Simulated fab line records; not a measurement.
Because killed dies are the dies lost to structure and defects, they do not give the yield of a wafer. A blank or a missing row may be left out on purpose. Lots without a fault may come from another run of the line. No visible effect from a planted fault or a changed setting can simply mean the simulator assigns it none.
Chamber matching | flow n5-finfet | N5_FIN_CUT_CUT_ETCH_15 on rie-si-04 has 4 sister chambers
The step etches Si in HBr/Cl2/O2, target depth 100 nm, bt time 10 s, time 42.4 s. 16 wafers are shown with their chamber, then 8 later ones without.

EACH WAFER AND ITS CHAMBER
wafer  | chamber | drypump-motor-current-A (A) | oes-product-au (a.u.)
L076.1 | 3       | 5.6                         | 0.983
L076.4 | 0       | 5.5                         | 0.992
L076.6 | 2       | 6.5                         | 0.999
L078.3 | 2       | 6.5                         | 1.000
L078.4 | 0       | 5.5                         | 0.988
L078.6 | 2       | 6.5                         | 1.006
L079.1 | 2       | 6.5                         | 1.006
L079.4 | 0       | 5.5                         | 0.989
L079.6 | 0       | 5.5                         | 0.985
L080.1 | 1       | 5.5                         | 0.969
L080.2 | 3       | 5.6                         | 0.980
L080.3 | 0       | 5.5                         | 0.988
L082.2 | 1       | 5.5                         | 0.971
L082.3 | 0       | 5.5                         | 0.990
L082.6 | 1       | 5.5                         | 0.959
L086.2 | 2       | 6.6                         | 0.996

SIGNATURES (averages over the wafers above)
reading                 | chamber 0 | chamber 1 | chamber 2 | chamber 3 | scatter within a chamber
drypump-motor-current-A | 5.500     | 5.500     | 6.520     | 5.600     | 0.0258
oes-product-au          | 0.98867   | 0.96633   | 1.00140   | 0.98150   | 0.00402
Rule: a wafer's distance from a chamber is the root of the sum, over the readings, of the square of ((its reading less the chamber's mean) divided by the reading's scatter). The wafer belongs to the nearest chamber; if the next one is less than 2 further off, it can't be placed. The scatter is the square root of a quotient: the sum, over the shown wafers, of each reading's squared deviation from its chamber's mean, divided by wafers minus chambers.

WAFERS MISSING THEIR CHAMBER
wafer  | drypump-motor-current-A (A) | oes-product-au (a.u.)
L086.4 | 5.6                         | 0.986
L086.6 | 5.6                         | 0.984
L089.1 | 5.5                         | 0.990
L089.3 | 6.5                         | 1.003
L089.4 | 5.4                         | 0.968
L090.2 | 5.6                         | 0.972
L090.3 | 5.5                         | 0.966
L090.5 | 5.5                         | 0.988

CHAMBER TAKEN BY EACH
wafer  | from the rows above     | in truth
L086.4 | 3                       | 3
L086.6 | 3                       | 3
L089.1 | 0                       | 0
L089.3 | 2                       | 2
L089.4 | 1                       | 1
L090.2 | can't be placed: 3 or 1 | 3
L090.3 | 1                       | 1
L090.5 | 0                       | 0
Placed correctly: 7 of 8. From these rows, 1 cannot be placed; in 1 the true chamber is one of the candidates. Wrongly placed: 0.
